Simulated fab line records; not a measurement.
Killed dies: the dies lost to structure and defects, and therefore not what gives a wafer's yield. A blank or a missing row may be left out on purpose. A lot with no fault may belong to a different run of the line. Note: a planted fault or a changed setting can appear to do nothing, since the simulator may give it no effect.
Chamber matching    flow nandHarc    pecvd-04 running NHARC_P_M0_PRE_CLEAN_31: 3 sister chambers
The step time 12 s. 3 wafers are shown with their chamber, then 7 later ones without.

WAFERS PAIRED WITH THEIR CHAMBERS
wafer   chamber  heaterPowerW (W)
L082.4  1        656
L086.2  0        534
L086.5  2        551

WAFERS WITHOUT THEIR CHAMBER
wafer   heaterPowerW (W)
L086.6  518
L092.2  623
L092.4  656
L092.6  549
L096.2  585
L096.4  633
L096.6  604

WHICH CHAMBER EACH ONE RAN IN
wafer   from the rows above           in truth
L086.6  can't be placed: 0 or 2       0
L092.2  can't be placed: 1 or 2 or 0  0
L092.4  1                             1
L092.6  can't be placed: 2 or 0       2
L096.2  can't be placed: 2 or 0 or 1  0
L096.4  1                             1
L096.6  can't be placed: 1 or 2 or 0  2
Correctly placed: 2 of 7. Can't be placed from these rows: 5 (the true chamber is among the candidates in 5). Placed wrongly: 0.
How it was worked out, from the rows above alone: a wafer's distance from a chamber is the root of the sum, over the readings, of the square of ((its reading less the chamber's mean) divided by the reading's scatter). The wafer belongs to the nearest chamber; if the next one is less than 2 further off, it can't be placed. For every chamber, the mean is computed from those of its wafers that are shown. The scatter: with one shown wafer a chamber, the root of the mean of the squares of how far each hidden wafer lies from its nearest shown one.
